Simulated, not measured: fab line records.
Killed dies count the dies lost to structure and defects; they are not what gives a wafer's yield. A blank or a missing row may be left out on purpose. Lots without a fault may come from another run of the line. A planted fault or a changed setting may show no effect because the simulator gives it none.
Split-lot experiment -- flow n5-finfet -- 39 wafers read across 7 lots, on a route 1938 steps long

## ABOUT THE SPLIT
At N5_SD_EPI_N_LINER_46 (material SiNx, target thk 3 nm), the setting target-thk-a was moved away from the recipe's 30 angstrom on 15 of the 39 wafers read, by -11.2% to +13.1%. The other wafers ran this setting at the recipe's value.

The split's own step is where the reading is taken.

## THE READING
SiNx_of_SD_EPI_N_LINER_46.thk-nm (the simulator's own value, which no gauge read), in nm, at N5_SD_EPI_N_LINER_46 (material SiNx, target thk 3 nm). No usual value for it is given in the file.

wafer,"tool, chamber at the split","target-thk-a as run, angstrom",against the recipe,"SiNx_of_SD_EPI_N_LINER_46.thk-nm, nm",against lot-mates on the recipe
L077.1,"ald-sin-02, 1,2,3",33.94,+13.1%,3.4,+0.4
L077.2,"ald-sin-02, 1,2,3",33.94,+13.1%,3.4,+0.4
L077.4,"ald-sin-02, 1,2,3",33.94,+13.1%,3.4,+0.4
L077.3,"ald-sin-02, 0,3,2",30,recipe,3,-
L077.5,"ald-sin-02, 0,3,2",30,recipe,3,-
L077.6,"ald-sin-02, 0,3,2",30,recipe,3,-
L081.1,"ald-sin-04, 2,0,0",30,recipe,3,-
L081.2,"ald-sin-04, 2,0,0",30,recipe,3,-
L081.5,"ald-sin-04, 2,0,0",30,recipe,3,-
L082.1,"ald-sin-04, 2,3,0",30,recipe,3,-
L082.5,"ald-sin-04, 2,3,0",30,recipe,3,-
L082.6,"ald-sin-04, 2,3,0",30,recipe,3,-
L082.2,"ald-sin-04, 3,1,0",27.57,-8.1%,2.8,-0.2
L082.3,"ald-sin-04, 3,1,0",27.57,-8.1%,2.8,-0.2
L082.4,"ald-sin-04, 3,1,0",27.57,-8.1%,2.8,-0.2
L083.1,"ald-sin-04, 2,3,3",32,+6.7%,3.2,+0.2
L083.3,"ald-sin-04, 2,3,3",32,+6.7%,3.2,+0.2
L083.6,"ald-sin-04, 2,3,3",32,+6.7%,3.2,+0.2
L083.2,"ald-sin-04, 0,1,2",30,recipe,3,-
L083.4,"ald-sin-04, 0,1,2",30,recipe,3,-
L083.5,"ald-sin-04, 0,1,2",30,recipe,3,-
L085.1,"ald-sin-04, 0,3,2,1,2,1",30,recipe,3,-
L085.2,"ald-sin-04, 0,3,2,1,2,1",30,recipe,3,-
L085.3,"ald-sin-04, 0,3,2,1,2,1",30,recipe,3,-
L085.4,"ald-sin-04, 0,3,2,1,2,1",30,recipe,3,-
L085.5,"ald-sin-04, 0,3,2,1,2,1",30,recipe,3,-
L085.6,"ald-sin-04, 0,3,2,1,2,1",30,recipe,3,-
L090.1,"ald-sin-02, 2,1,0",30,recipe,3,-
L090.3,"ald-sin-02, 2,1,0",30,recipe,3,-
L090.5,"ald-sin-02, 2,1,0",30,recipe,3,-
L090.2,"ald-sin-02, 0,3,3",32.83,+9.4%,3.2,+0.2
L090.4,"ald-sin-02, 0,3,3",32.83,+9.4%,3.2,+0.2
L090.6,"ald-sin-02, 0,3,3",32.83,+9.4%,3.2,+0.2
L092.1,"ald-sin-01, 2,1,3",26.64,-11.2%,2.6,-0.4
L092.3,"ald-sin-01, 2,1,3",26.64,-11.2%,2.6,-0.4
L092.4,"ald-sin-01, 2,1,3",26.64,-11.2%,2.6,-0.4
L092.2,"ald-sin-01, 0,0,3",30,recipe,3,-
L092.5,"ald-sin-01, 0,0,3",30,recipe,3,-
L092.6,"ald-sin-01, 0,0,3",30,recipe,3,-
The file does not say which wafer passed through which chamber wherever a row lists several chambers: such a row stands for several wafers.

FIT RESULTS
A straight line over all 39 wafers: SiNx_of_SD_EPI_N_LINER_46.thk-nm changes by +0.0295 nm for each +1% of target-thk-a; r = +0.99; the points scatter about the line by 0.031 nm.
The same after taking each lot's own level away (the mean of its wafers on the recipe; 39 wafers): +0.0295 nm for each +1%; r = +0.99; scatter 0.031 nm.
According to that fit, moving target-thk-a by its largest amount changes the reading by 0.39 nm.
The lots' own levels span 3.00 to 3.00 nm.
The two slopes agree, so the slope changes little with the lot-to-lot level.
Check: +0.377 nm against its lot-mates is what the line predicts for one of the wafers moved furthest among these (+13.1%) when that wafer is left out of the fit. Against them it came out at +0.4 nm.

## FURTHER SPLITS ON THESE WAFERS
These wafers also went through other splits before the reading. Each is held against what the fit with the lots' levels taken away leaves over:
other split on the same wafers,wafers away from the commonest value,r with SiNx_of_SD_EPI_N_LINER_46.thk-nm (lot level and that fit taken away)
N5_DUMMY_GATE_ETCH_32 time-s,15,-0.36

## THE FILE'S OWN FIT
SiNx_of_SD_EPI_N_LINER_46.thk-nm changes by +0.0293 nm for each +1% of target-thk-a, r = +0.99.
